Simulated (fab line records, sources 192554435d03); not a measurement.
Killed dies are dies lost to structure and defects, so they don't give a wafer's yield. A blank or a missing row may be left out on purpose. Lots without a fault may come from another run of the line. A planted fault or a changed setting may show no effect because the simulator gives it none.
Which tool did it? | flow n5_finfet | 9 lots, 27 wafers sampled, at 5 steps of a route of 1938

WHAT THE GAUGES READ, wafer by wafer
N5_BEOL_M4_RC_MEAS_101.
lot  | measured     | on        | VT_N_LONG (mV)
L434 | day 8 02:20  | prober-01 | 276.2 273.5 276.1
L437 | day 9 00:47  | prober-02 | 276.3 277.1 275.8
L439 | day 9 19:01  | prober-01 | 275.1 274.9 273.4
L440 | day 9 20:32  | prober-01 | 275.4 276.0 277.0
L443 | day 10 11:46 | prober-01 | 269.3 272.3 273.6
L446 | day 11 15:15 | prober-01 | 273.8 271.2 272.8
L448 | day 12 12:49 | prober-02 | 275.7 275.1 274.9
L449 | day 12 15:55 | prober-01 | 277.0 278.0 298.6
L451 | day 12 12:52 | prober-01 | 276.3 277.6 301.0

WHICH TOOL RAN EACH LOT (tool, then ch and the chambers of the sampled wafers, then the start)
lot  | N5_HKMG_FIN_NWFM_ALD_20            | N5_HKMG_FIN_ETCHBACK_68          | N5_HKMG_FIN_STRIP_69                | N5_HKMG_FIN_ALD_21
L434 | ald_metal-04 ch 2,3, day 4 18:41   | rie_metal-01 ch 0,1, day 4 19:20 | plasma_asher-01 ch 0,1, day 4 19:31 | ald_metal-02 ch 1,2,3, day 4 19:55
L437 | ald_metal-04 ch 0,2,3, day 5 11:03 | rie_metal-02 ch 0,1, day 5 11:44 | plasma_asher-02 ch 0,1, day 5 11:52 | ald_metal-02 ch 0,1, day 5 12:15
L439 | ald_metal-04 ch 2,3, day 6 05:57   | rie_metal-03 ch 0,1, day 6 06:38 | plasma_asher-02 ch 0,1, day 6 06:52 | ald_metal-02 ch 1,3, day 6 07:08
L440 | ald_metal-01 ch 1,2,3, day 6 06:07 | rie_metal-01 ch 0,1, day 6 06:46 | plasma_asher-01 ch 0,1, day 6 06:54 | ald_metal-01 ch 0,1,3, day 6 07:17
L443 | ald_metal-01 ch 0,1,3, day 6 21:28 | rie_metal-01 ch 0,1, day 6 22:10 | plasma_asher-01 ch 0,1, day 6 22:23 | ald_metal-01 ch 0,3, day 6 22:38
L446 | ald_metal-01 ch 0,1,3, day 7 15:54 | rie_metal-03 ch 0,1, day 7 16:37 | plasma_asher-02 ch 0,1, day 7 16:46 | ald_metal-02 ch 1,2,3, day 7 17:09
L448 | ald_metal-04 ch 0,1, day 8 06:31   | rie_metal-03 ch 0,1, day 8 07:11 | plasma_asher-02 ch 1, day 8 07:20   | ald_metal-02 ch 1,3, day 8 07:43
L449 | ald_metal-01 ch 0,1,2, day 8 12:20 | rie_metal-03 ch 0,1, day 8 13:02 | plasma_asher-02 ch 0,1, day 8 13:16 | ald_metal-01 ch 2,3, day 8 13:32
L451 | ald_metal-01 ch 0,1,3, day 9 00:16 | rie_metal-03 ch 0, day 9 00:56   | plasma_asher-01 ch 0,1, day 9 01:04 | ald_metal-01 ch 1,2, day 9 01:27
- N5_HKMG_FIN_NWFM_ALD_20: deposits TiAlC, target thk 2 nm, pulse time 3 s, purge time 2 s.
- N5_HKMG_FIN_ETCHBACK_68: etches the open film in Cl2/Ar, stops on HfO2, target depth 0.5 nm.
- N5_HKMG_FIN_STRIP_69: strips in N2/H2, time 360 s.
- N5_HKMG_FIN_ALD_21: deposits TiN, target thk 1.5 nm, pulse time 1 s, purge time 3 s.

THE ANSWER, worked out from the rows above alone
Rule: what is usual is taken from the lots themselves. Put in order of their means at a reading, lots are off if they are a third of the lots or fewer, leave a main group of 4 or more, and stand apart from it by a gap of 3 or more times the standard deviation of the main group's means; of several such gaps the widest counts. A main group whose means are all the same, to the digits that the tables above print for the reading, isn't used. A lot without any number at a reading at which 4 lots or more have one is off too. The other lots that the step has rows for count as sound.
Off: L449, L451, at N5_BEOL_M4_RC_MEAS_101 (VT_N_LONG). The main group: mean 274.5 mV, standard deviation 1.6.
A tool fits if, at a process step before that reading, it ran every lot that is off, and no sound lot after the first of them. The gauges at N5_BEOL_M4_RC_MEAS_101 are tried like those tools. Can't be told from this: 3 tools fit, ald_metal-01 at N5_HKMG_FIN_NWFM_ALD_20 and N5_HKMG_FIN_ALD_21, rie_metal-03 at N5_HKMG_FIN_ETCHBACK_68, prober-01 at N5_BEOL_M4_RC_MEAS_101.

WHAT THE SIMULATOR HAD PUT IN
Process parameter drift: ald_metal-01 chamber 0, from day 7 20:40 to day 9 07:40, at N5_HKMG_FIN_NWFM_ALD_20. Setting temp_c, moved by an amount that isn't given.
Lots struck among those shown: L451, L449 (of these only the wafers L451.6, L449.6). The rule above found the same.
